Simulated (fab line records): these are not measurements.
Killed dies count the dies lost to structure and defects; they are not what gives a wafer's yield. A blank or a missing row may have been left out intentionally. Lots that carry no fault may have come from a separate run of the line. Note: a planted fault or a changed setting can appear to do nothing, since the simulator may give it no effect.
fab line records	flow n5_finfet
record: lots: 6	wafers: 18	last_day: 18
route steps=1938 shown ZERO_LAYER@13 WELL_APT@20 BEOL_M4@1111 PASSIVATION@1936
lots that met no fault: taken from a fault-free run of the same line
start_h: hours from the record's first day to the start of the lot's first wafer shown	wait_h: hours since the lot's step before	" same as the row above	L1.1+2: one row covering several wafers at once	- either no value or no given start	* or withheld: withheld	< > ~ a bound
route shown NAME@n: a module of which the file shows steps, and the number in the route of the first	usual: mean/standard deviation taken from wafers without a fault	same: alike in all rows	chamber/n: place in a boat	sites: per-site readings	_std_site: the standard deviation of these	_edge_site: outer sites' mean less inner sites'	radius_mm: for every site, how far away it sits from the centre of the wafer	mask NAME#n: copy n	behind: tool/chamber where the wafer was last shaped	hold: reason for holding the lot/hours on hold/outcome of the hold	device: transistor that didn't switch, given as n, p or np	end of line: at the end of the route, the tests of the same wafers	step lacking rows: just its recipe	killed: at the first sort, the dies lost to defects and structure; wafer yield is something else	map: a wafer's dies, marking killed ones x, the rest . and places with no die _
set.NAME: the setting the step ran with; set.NAME@STEP: the setting that earlier step ran with	model.NAME: the simulator's own value behind a step, which no gauge read
certain route steps with their lots: each step a table, each wafer a row
services: from which hour (start_h, from the record's first day; less than 0 if before it) a tool's chamber was out of use, for how many hours, and why
== steps ==
step: N5_ZERO_LAYER_CD_MEAS_11
recipe: target_cd_nm: 2000	landing_energy_ev: 500	detector: se_inlens
usual: cd_nm: 1998.8/1.9
lot.wafer	tool	chamber	start_h	wait_h	cd_nm
L608.1	cd_sem-01	0	12.64	-	1998.3
L608.2	"	0	"	"	1997.9
L608.3	"	0	"	"	1998.0
L613.1	cd_sem-01	0	42.77	-	1998.3
L613.2	"	0	"	"	1997.7
L613.6	"	0	"	"	1995.3
L619.3	cd_sem-02	0	78.65	-	1998.4
L619.4	"	0	"	"	1999.5
L619.5	"	0	"	"	1999.0
L620.1	cd_sem-03	0	84.77	-	1998.5
L620.2	"	0	"	"	1998.4
L620.6	"	0	"	"	1997.3
L627.1	cd_sem-03	0	126.77	-	1999.7
L627.5	"	0	"	"	2001.4
L627.6	"	0	"	"	2000.3
L629.1	cd_sem-02	0	138.64	-	1996.0
L629.5	"	0	"	"	1998.9
L629.6	"	0	"	"	2000.3
step: N5_ZERO_LAYER_DESCUM_16
recipe: chemistry: O2	time_s: 7.9	source_power_w: 50	bias_power_w: 20	pressure_mtorr: 20	rf_frequency_hz: 2.712e+07	temp_c: 40	o2_flow_sccm: 225
usual: drypump_motor_current_A: 5.6/0.32	oes_product_au: 0.75/0.073	rf_fwd_power_W: 49.47/0.19	rf_vpp_V: 243.4/1.2	showerhead_plenum_p_Torr: 2.11/0.057	throttle_valve_pct: 20.44/0.2
lot.wafer	tool	chamber	start_h	wait_h	drypump_motor_current_A	oes_product_au	rf_fwd_power_W	rf_hours_counter_h	rf_vpp_V	showerhead_plenum_p_Torr	throttle_valve_pct
L608.1	rie_diel-01	1	12.76	0.1	5.5	0.77	49.44	126	243.6	2.11	20.32
L608.2	"	2	"	"	5.4	0.72	49.49	192	243.0	2.08	20.85
L608.3	"	0	"	"	5.3	0.89	49.27	18	244.2	2.13	20.27
L613.1	rie_diel-01	1	42.94	0.2	5.5	0.76	49.63	136	243.2	2.10	20.34
L613.2	"	0	"	"	5.3	0.87	49.25	27	244.0	2.13	20.30
L613.6	"	1	"	"	5.5	0.77	49.60	-	243.5	2.10	20.33
L619.3	rie_diel-01	1	78.68	0.0	5.5	0.76	49.47	146	243.4	2.10	20.36
L619.4	"	0	"	"	5.3	0.87	49.58	37	243.1	2.13	20.30
L619.5	"	3	"	"	5.6	0.77	49.69	-	242.0	2.02	20.27
L620.1	rie_diel-01	2	84.81	0.0	5.4	0.71	49.74	214	242.9	2.07	20.85
L620.2	"	3	"	"	5.7	0.76	49.59	114	243.7	2.02	20.25
L620.6	"	3	"	"	5.7	0.77	49.65	-	242.2	2.02	20.25
L627.1	rie_diel-05	0	126.81	0.0	5.4	0.94	49.32	7	245.8	2.24	20.38
L627.5	"	1	"	"	5.2	0.76	49.32	-	243.5	2.11	20.21
L627.6	"	2	"	"	5.8	0.73	49.76	-	241.3	2.08	20.45
L629.1	rie_diel-05	3	138.68	0.0	5.6	0.69	49.74	204	242.0	2.09	20.55
L629.5	"	3	"	"	5.6	0.69	49.47	-	242.7	2.09	20.54
L629.6	"	0	"	"	5.4	0.93	48.98	-	245.9	2.24	20.37
step: N5_ZERO_LAYER_ETCH_17
recipe: chemistry: CF4	target: SiO2	target_depth_a: 120	time_s: 13.3	ion_energy_ev: 350	pressure_mtorr: 40	source_w: 450	bias_w: 215	Ar_flow_sccm: 100	cf4_flow_sccm: 100
usual: drypump_motor_current_A: 5.6/0.32	oes_product_au: 0.75/0.076	rf_fwd_power_W: 446.5/1.7	rf_vpp_V: 950/3.6	showerhead_plenum_p_Torr: 2.16/0.06	throttle_valve_pct: 15.67/0.24
lot.wafer	tool	chamber	start_h	wait_h	drypump_motor_current_A	oes_product_au	rf_fwd_power_W	rf_hours_counter_h	rf_vpp_V	showerhead_plenum_p_Torr	throttle_valve_pct
L608.1	rie_diel-01	1	12.80	0.0	5.6	0.79	449.9	126	951	2.15	15.56
L608.2	"	2	"	"	5.4	0.73	445.9	192	947	2.13	16.04
L608.3	"	0	"	"	5.3	0.91	445.9	18	952	2.19	15.46
L613.1	rie_diel-01	1	42.98	0.0	5.5	0.78	446.7	136	949	2.15	15.57
L613.2	"	0	"	"	5.3	0.89	446.2	27	952	2.18	15.51
L613.6	"	1	"	"	5.5	0.78	444.6	-	950	2.15	15.58
L619.3	rie_diel-01	1	78.72	0.0	5.5	0.77	446.9	146	948	2.14	15.61
L619.4	"	0	"	"	5.3	0.86	446.8	37	951	2.18	15.51
L619.5	"	3	"	"	5.6	0.76	445.8	-	945	2.06	15.41
L620.1	rie_diel-01	2	84.84	0.0	5.4	0.70	448.7	214	947	2.12	16.05
L620.2	"	3	"	"	5.7	0.75	448.1	114	944	2.06	15.42
L620.6	"	3	"	"	5.7	0.76	447.6	-	943	2.06	15.41
L627.1	rie_diel-05	0	126.84	0.0	5.4	0.95	445.5	7	956	2.29	15.53
L627.5	"	1	"	"	5.2	0.77	445.6	-	948	2.15	15.39
L627.6	"	2	"	"	5.8	0.72	446.2	-	948	2.13	15.67
L629.1	rie_diel-05	3	138.71	0.0	5.6	0.67	447.0	204	948	2.13	15.76
L629.5	"	3	"	"	5.6	0.67	446.1	-	948	2.13	15.77
L629.6	"	0	"	"	5.4	0.94	443.8	-	959	2.29	15.53
step: N5_ZERO_LAYER_ETCH_18
recipe: chemistry: HBr/Cl2	target: Si	target_depth_a: 1200	time_s: 40	pressure_mtorr: 10	icp_w: 800	bias_w: 75	HBr_flow_sccm: 150	Cl2_flow_sccm: 80
usual: drypump_motor_current_A: 5.6/0.34	oes_product_au: 0.999/0.015	rf_fwd_power_W: 795.8/2.7	throttle_valve_pct: 36.35/0.29
lot.wafer	tool	chamber	start_h	wait_h	drypump_motor_current_A	oes_product_au	rf_fwd_power_W	rf_hours_counter_h	throttle_valve_pct
L608.1	rie_si-06	2	12.87	0.0	5.7	0.999	794.0	54	35.87
L608.2	"	0	"	"	5.5	0.990	795.1	59	36.02
L608.3	"	1	"	"	5.5	1.010	796.7	186	36.31
L613.1	rie_si-04	2	43.05	0.0	6.2	1.006	797.2	42	36.59
L613.2	"	0	"	"	6.1	0.996	796.7	162	36.96
L613.6	"	3	"	"	5.6	1.009	796.6	-	36.15
L619.3	rie_si-02	3	78.79	0.0	5.3	0.990	799.7	47	36.59
L619.4	"	0	"	"	5.8	1.022	794.5	115	36.35
L619.5	"	1	"	"	5.2	0.990	798.3	-	36.25
L620.1	rie_si-04	3	84.91	0.0	5.6	1.006	796.2	66	36.15
L620.2	"	2	"	"	6.2	0.997	797.0	43	36.61
L620.6	"	1	"	"	4.9	1.023	793.4	-	36.02
L627.1	rie_si-06	0	126.91	0.0	5.5	0.993	790.7	61	36.01
L627.5	"	1	"	"	5.5	0.999	799.3	-	36.30
L627.6	"	0	"	"	5.5	0.992	796.8	-	36.03
L629.1	rie_si-04	0	138.80	0.1	6.1	0.998	795.8	163	36.96
L629.5	"	1	"	"	4.9	1.020	795.5	-	36.02
L629.6	"	2	"	"	6.2	1.005	795.2	-	36.62
step: N5_ZERO_LAYER_STRIP_24
recipe: chemistry: O2	power_w: 1000	temp_c: 250	overash_fraction: 0.3	pressure_mtorr: 1000	o2_flow_sccm: 6750
usual: drypump_motor_current_A: 5.6/0.36	heater_power_w: 313/12	oes_product_au: 0.647/0.0045	strip_time_to_endpoint_s: 43.85/0.076
lot.wafer	tool	chamber	start_h	wait_h	drypump_motor_current_A	heater_power_w	oes_product_au	rf_hours_counter_h	strip_time_to_endpoint_s
L608.1	plasma_asher-02	0	12.97	0.1	5.8	320	0.647	78	43.88
L608.2	"	1	"	"	5.1	318	0.642	78	43.87
L608.3	"	1	"	"	5.1	308	0.641	-	43.98
L613.1	plasma_asher-02	0	43.16	0.1	5.8	312	0.653	83	43.86
L613.2	"	1	"	"	5.1	310	0.651	83	43.96
L613.6	"	1	"	"	5.1	310	0.643	-	43.85
L619.3	plasma_asher-02	1	78.91	0.1	5.1	314	0.647	-	43.71
L619.4	"	0	"	"	5.8	320	0.640	-	43.86
L619.5	"	0	"	"	5.8	312	0.642	-	43.87
L620.1	plasma_asher-01	0	85.02	0.1	6.1	320	0.654	40	43.90
L620.2	"	1	"	"	5.4	295	0.644	40	43.88
L620.6	"	1	"	"	5.4	289	0.649	-	43.89
L627.1	plasma_asher-01	1	127.02	0.1	5.4	289	0.641	46	43.88
L627.5	"	1	"	"	5.4	285	0.651	-	43.87
L627.6	"	0	"	"	6.0	312	0.646	-	43.81
L629.1	plasma_asher-01	0	138.90	0.1	6.1	311	0.645	49	43.80
L629.5	"	1	"	"	5.4	294	0.644	-	43.78
L629.6	"	0	"	"	6.1	316	0.645	-	43.66
step: N5_ZERO_LAYER_STRIP_19
recipe: chemistry: SPM	time_s: 900	temp_c: 130	h2so4_h2o2_vol_ratio: 4	dry: ipa_marangoni
step: N5_ZERO_LAYER_INSPECT_20
recipe: inspect_instrument: darkfield	mode: post_clean
usual: raw_defect_count: 34/14
lot.wafer	tool	chamber	start_h	wait_h	raw_defect_count
L608.1	defect_inspect-01	-	13.33	0.0	27
L608.2	"	-	"	"	29
L608.3	"	-	"	"	25
L613.1	defect_inspect-02	-	43.52	0.0	25
L613.2	"	-	"	"	14
L613.6	"	-	"	"	19
L619.3	defect_inspect-01	-	79.26	0.0	27
L619.4	"	-	"	"	49
L619.5	"	-	"	"	40
L620.1	defect_inspect-02	-	85.38	0.0	14
L620.2	"	-	"	"	26
L620.6	"	-	"	"	23
L627.1	defect_inspect-01	-	127.40	0.0	22
L627.5	"	-	"	"	32
L627.6	"	-	"	"	46
L629.1	defect_inspect-01	-	139.26	0.0	51
L629.5	"	-	"	"	56
L629.6	"	-	"	"	46
step: N5_WELL_APT_HMDS_01
recipe: time_s: 60	temp_c: 120
step: N5_WELL_APT_COAT_02
recipe: spin_rpm: 1357	resist_thk_nm: 950
step: N5_WELL_APT_EBR_04
recipe: solvent: PGMEA	ebr_width_mm: 1.5
step: N5_WELL_APT_SOFTBAKE_03
recipe: temp_c: 130	time_s: 60
step: N5_WELL_APT_EXPOSE_05
recipe: mask_id: NWELL	na: 0.8	source_shape: conventional	sigma_outer: 0.8	polarization: unpolarized	defocus_nm: 0	target_cd_nm: 200	dose_mj: 20.3
step: N5_WELL_APT_PEB_06
recipe: peb_temp_c: 130	peb_time_s: 90
usual: heater_power_total_W: 172.5/0.73	plate_temp_C: 129.99/0.13
lot.wafer	tool	chamber	start_h	wait_h	heater_power_total_W	plate_temp_C
L608.1	litho_track-04	0	13.65	0.1	173.1	130.19
L608.2	"	0	"	"	171.6	130.08
L608.3	"	0	"	"	173.3	130.07
L613.1	litho_track-03	0	43.83	0.1	172.2	129.98
L613.2	"	0	"	"	173.0	130.12
L613.6	"	0	"	"	172.9	130.05
L619.3	litho_track-04	0	79.45	0.0	169.0	128.43
L619.4	"	0	"	"	169.3	128.37
L619.5	"	0	"	"	170.3	128.47
L620.1	litho_track-04	0	85.57	0.1	170.9	128.34
L620.2	"	0	"	"	169.7	128.48
L620.6	"	0	"	"	169.8	128.37
L627.1	litho_track-01	0	127.72	0.1	172.7	129.92
L627.5	"	0	"	"	172.8	129.93
L627.6	"	0	"	"	172.1	130.01
L629.1	litho_track-01	0	139.58	0.1	172.9	130.33
L629.5	"	0	"	"	172.4	130.11
L629.6	"	0	"	"	173.4	130.04
step: N5_WELL_APT_DEVELOP_07
recipe: develop_time_s: 45	rinse_liquid: surfactant_rinse	dry: air_spin	dev_temp_c: 21
step: N5_WELL_APT_HARDBAKE_12
recipe: temp_c: 130	time_s: 120
step: N5_WELL_APT_CD_MEAS_08
recipe: target_cd_nm: 200	landing_energy_ev: 500	detector: se_inlens
usual: cd_nm: 199.5/1.4
lot.wafer	tool	chamber	start_h	wait_h	cd_nm
L608.1	cd_sem-03	0	13.76	-	199.4
L608.2	"	0	"	"	201.0
L608.3	"	0	"	"	201.1
L613.1	cd_sem-01	0	43.95	-	198.2
L613.2	"	0	"	"	200.2
L613.6	"	0	"	"	198.0
L619.3	cd_sem-03	0	79.56	-	191.4
L619.4	"	0	"	"	191.5
L619.5	"	0	"	"	191.9
L620.1	cd_sem-01	0	85.68	-	194.6
L620.2	"	0	"	"	192.8
L620.6	"	0	"	"	194.9
L627.1	cd_sem-01	0	127.83	-	201.2
L627.5	"	0	"	"	198.0
L627.6	"	0	"	"	197.1
L629.1	cd_sem-03	0	139.69	-	201.5
L629.5	"	0	"	"	199.2
L629.6	"	0	"	"	199.4
step: N5_WELL_APT_OVL_MEAS_09
recipe: points_per_wafer: 44
usual: NWELL_OVL: 2/6
lot.wafer	tool	chamber	start_h	wait_h	NWELL_OVL[nm]
L608.1	overlay-02	0	13.80	0.0	6
L608.2	"	0	"	"	11
L608.3	"	0	"	"	10
L613.1	overlay-02	0	43.98	0.0	-5
L613.2	"	0	"	"	10
L613.6	"	0	"	"	10
L619.3	overlay-02	0	79.59	0.0	-5
L619.4	"	0	"	"	8
L619.5	"	0	"	"	2
L620.1	overlay-02	0	85.71	0.0	4
L620.2	"	0	"	"	-4
L620.6	"	0	"	"	0
L627.1	overlay-01	0	127.86	0.0	-13
L627.5	"	0	"	"	0
L627.6	"	0	"	"	-6
L629.1	overlay-02	0	139.72	0.0	-3
L629.5	"	0	"	"	-1
L629.6	"	0	"	"	7
step: N5_WELL_APT_INSPECT_10
recipe: mode: adi	inspect_instrument: macro
usual: raw_defect_count: 2.1/1.4
lot.wafer	tool	chamber	start_h	wait_h	raw_defect_count
L608.1	defect_inspect-01	-	13.82	0.0	2
L608.2	"	-	"	"	2
L608.3	"	-	"	"	3
L613.1	defect_inspect-02	-	44.00	0.0	1
L613.2	"	-	"	"	0
L613.6	"	-	"	"	1
L619.3	defect_inspect-01	-	79.61	0.0	1
L619.4	"	-	"	"	1
L619.5	"	-	"	"	2
L620.1	defect_inspect-01	-	85.74	0.0	2
L620.2	"	-	"	"	4
L620.6	"	-	"	"	1
L627.1	defect_inspect-01	-	127.89	0.0	1
L627.5	"	-	"	"	0
L627.6	"	-	"	"	1
L629.1	defect_inspect-01	-	139.75	0.0	1
L629.5	"	-	"	"	2
L629.6	"	-	"	"	0
step: N5_WELL_APT_DESCUM_13
recipe: chemistry: O2	time_s: 7.9	source_power_w: 50	bias_power_w: 20	pressure_mtorr: 20	rf_frequency_hz: 2.712e+07	temp_c: 40	o2_flow_sccm: 225
usual: drypump_motor_current_A: 5.6/0.44	oes_product_au: 0.82/0.086	rf_fwd_power_W: 49.69/0.17	rf_vpp_V: 243.6/1.2	showerhead_plenum_p_Torr: 2.12/0.067	throttle_valve_pct: 20.36/0.27
lot.wafer	tool	chamber	start_h	wait_h	drypump_motor_current_A	oes_product_au	rf_fwd_power_W	rf_hours_counter_h	rf_vpp_V	showerhead_plenum_p_Torr	throttle_valve_pct	model.WELL_APT.cd_nm
L608.1	rie_diel-06	0	14.21	0.4	6.2	0.67	49.79	246	242.6	2.05	20.71	199
L608.2	"	1	"	"	4.9	0.79	49.68	117	241.6	2.04	20.67	200.9
L608.3	"	3	"	"	6.6	0.86	49.98	46	242.8	2.14	20.55	201.3
L613.1	rie_diel-03	3	44.42	0.4	6.0	0.82	49.75	80	244.2	2.11	20.07	198
L613.2	"	0	"	"	5.5	0.93	49.73	17	244.7	2.24	19.89	199.9
L613.6	"	1	"	"	6.1	0.69	49.70	-	244.1	2.15	20.50	198.2
L619.3	rie_diel-02	1	79.65	0.0	5.1	0.95	49.84	2	243.2	2.05	20.31	191.4
L619.4	"	0	"	"	5.4	0.76	49.32	-	243.9	2.09	20.43	191.9
L619.5	"	1	"	"	5.1	0.95	49.93	-	242.9	2.05	20.31	192.1
L620.1	rie_diel-06	2	85.86	0.1	5.4	0.85	49.38	66	243.9	2.02	20.28	194.8
L620.2	"	3	"	"	6.6	0.83	50.02	63	244.3	2.13	20.61	193
L620.6	"	0	"	"	6.2	0.93	49.77	-	243.3	2.04	20.41	195.2
L627.1	rie_diel-03	3	128.04	0.2	6.0	0.77	49.96	118	244.4	2.09	20.12	201.1
L627.5	"	1	"	"	6.1	0.91	49.44	-	243.4	2.14	20.16	198.3
L627.6	"	2	"	"	5.6	0.91	49.73	-	243.4	2.14	20.01	196.7
L629.1	rie_diel-02	3	139.78	0.0	5.4	0.78	49.83	134	244.4	2.20	20.57	201.9
L629.5	"	0	"	"	5.4	0.74	49.35	-	243.4	2.08	20.46	199.2
L629.6	"	1	"	"	5.0	0.88	49.71	-	243.0	2.04	20.33	199.5
step: N5_WELL_APT_IMPLANT_14
recipe: species: P	energy_kev: 160	dose_cm2: 1.5e+13	tilt_deg: 0	rotation_deg: 0
step: N5_BEOL_M4_RC_MEAS_101
usual: DIBL_N: 36.0/1.9	DIBL_P: 36.0/2.1	IOFF_N: 0.155/0.029	IOFF_P: 0.20/0.032	ION_N: 672/11	ION_P: 461/6.9	SS_N: 71.5/0.58	SS_P: 73.2/0.64	VT_N: 250.4/2.9	VT_P: -251.0/2.8
lot.wafer	tool	chamber	start_h	wait_h	DIBL_N[mV/V]	DIBL_P[mV/V]	IOFF_N[nA/um]	IOFF_P[nA/um]	ION_N[uA/um]	ION_P[uA/um]	SS_N[mV/dec]	SS_P[mV/dec]	VT_N[mV]	VT_P[mV]
L608.1	prober-02	0	179.89	0.0	35.1	34.2	0.126	0.16	654	438	71.7	72.7	255.4	-258.2
L608.2	"	0	"	"	34.4	34.5	0.125	0.15	663	452	70.8	72.5	252.5	-258.4
L608.3	"	0	"	"	34.0	34.4	0.124	0.16	672	456	71.2	72.5	251.0	-254.6
L613.1	prober-02	0	214.31	0.0	40.1	40.3	0.224	0.27	675	464	72.9	74.0	247.6	-248.9
L613.2	"	0	"	"	38.9	38.8	0.185	0.25	682	472	71.4	73.7	250.4	-247.6
L613.6	"	0	"	"	39.9	39.2	0.214	0.26	674	461	71.1	73.9	247.6	-245.5
L619.3	prober-01	0	238.26	0.3	34.5	33.6	0.121	0.18	667	459	71.1	72.4	252.2	-252.0
L619.4	"	0	"	"	34.5	33.2	0.121	0.18	659	453	70.5	72.0	256.8	-254.4
L619.5	"	0	"	"	35.9	34.7	0.142	0.19	653	453	72.0	73.2	254.5	-249.5
L620.1	prober-01	0	249.65	0.0	37.5	36.7	0.189	0.22	674	457	72.7	73.3	247.8	-248.9
L620.2	"	0	"	"	37.1	36.4	0.163	0.21	667	451	71.6	73.9	247.3	-251.0
L620.6	"	0	"	"	36.6	36.0	0.158	0.20	658	450	71.7	73.3	248.4	-253.3
L627.1	prober-02	0	288.05	0.0	35.9	37.5	0.160	0.22	675	470	72.3	73.6	250.3	-247.6
L627.5	"	0	"	"	32.6	33.5	0.113	0.17	661	468	70.2	72.8	253.6	-252.7
L627.6	"	0	"	"	33.1	33.1	0.117	0.17	650	450	71.0	72.5	253.9	-252.3
L629.1	prober-02	0	311.89	0.0	34.8	34.8	0.151	0.21	676	463	71.3	72.6	251.0	-250.0
L629.5	"	0	"	"	33.5	33.6	0.134	0.19	677	468	71.2	72.5	252.4	-247.9
L629.6	"	0	"	"	33.5	33.8	0.130	0.18	673	463	71.0	71.8	253.3	-252.4
step: N5_PASSIVATION_PROBE_49
usual: defect_limited_yield: 91.0/1.5	killed_at_M0_to_M3: 33/9.4	killed_at_M4_up: 14/4.8	killed_at_contacts: 13/7.3	killed_at_front_end: 43/13	killed_at_other: 3.6/2.9	killed_dies: 106/18	killed_open: 69/13	killed_short: 35/8.2	sort_bin_5_function: 5.3/1	sort_bin_6_memory: 3.3/0.68	sort_bin_8_speed: 0.01/0.027	sort_n_pass: 1074/18
same: gross_dies: 1180	killed_at_back_side: 0	sort_bin_4_leakage[%]: 0
lot.wafer	tool	chamber	start_h	wait_h	defect_limited_yield[%]	killed_at_M0_to_M3	killed_at_M4_up	killed_at_contacts	killed_at_front_end	killed_at_other	killed_dies	killed_open	killed_short	sort_bin_5_function[%]	sort_bin_6_memory[%]	sort_bin_8_speed[%]	sort_n_pass
L620.2	prober-01	-	356.19	0.1	90.1	40	18	11	48	0	117	76	39	5.4	4.2	0	1063
killed by level:class
L620.2 FIN_SAQP:geometric_particle:open=14 BEOL_M2:geometric_particle:open=14 GATE_CUT:geometric_particle:short=11 MOL_CONTACT_COAG:geometric_particle:open=11 BEOL_M4:geometric_particle:open=10 BEOL_M3:geometric_particle:open=5 GATE_CUT:geometric_particle:open=5 BEOL_M4:geometric_particle:short=5
== services ==
tool	chamber	start_h	hours	kind
litho_track-04	-	12.55	-	consumable_replace:filter
rie_diel-05	0	20.63	4.3	repair
rie_si-06	2	23.22	7.5	repair
rie_diel-05	2	23.39	13.6	repair
rie_diel-06	-	28.41	28.1	pm
plasma_asher-01	-	45.00	6.5	repair
rie_diel-02	3	49.63	8.5	repair
plasma_asher-02	-	51.27	15.0	repair
rie_diel-02	0	53.04	14.0	repair
rie_diel-02	-	63.34	4.1	repair
rie_diel-05	0	75.31	-	clean
rie_diel-05	0	75.31	-	consumable_replace:focus_ring
rie_diel-05	0	75.31	-	consumable_replace:showerhead
rie_diel-05	0	75.31	33.0	scheduled_down
rie_diel-05	0	75.31	33.0	vent_cycle
rie_diel-01	0	83.15	5.0	repair
rie_si-04	-	89.53	2.8	pm
rie_si-02	2	95.63	3.7	repair
rie_diel-01	0	97.10	6.9	repair
rie_diel-06	-	100.57	14.6	pm
rie_si-04	-	105.97	0.4	repair
plasma_asher-02	-	109.26	2.8	pm
plasma_asher-01	-	115.45	10.4	repair
rie_diel-06	0	131.05	5.5	repair
== key ==
first_sign: step: N5_WELL_APT_PEB_06	reading: plate_temp_C	direction: down	sigmas: 12	usual: *	struck: *
effect: step: N5_WELL_APT_PEB_06	reading: heater_power_total_W	direction: down	sigmas: 3.6	usual: *	struck: *
effect: step: N5_WELL_APT_CD_MEAS_08	reading: cd_nm	direction: down	sigmas: 4.6	usual: 199.5	struck: 192.9	through: control_loop
model_effect: step: N5_WELL_APT_DESCUM_13	value: WELL_APT.cd_nm	without: 199.7	struck: 193.1
met_at N5_WELL_APT_PEB_06
struck_wafers L619.3,L619.4,L619.5,L620.1,L620.2,L620.6
loop_trim: step: N5_WELL_APT_EXPOSE_05	setting: dose	lots: L620
onset_between 13.65 79.45
fault: kind: process_parameter_drift	tool: litho_track-04	chamber: -	onset_h: 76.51	steps: N5_WELL_APT_PEB_06	channel: peb_temp_c	offset: *	shape: step	end_h: 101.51	acts_in: *	stated: *
loop_trim: a control loop set the setting to another value than it would have without faults
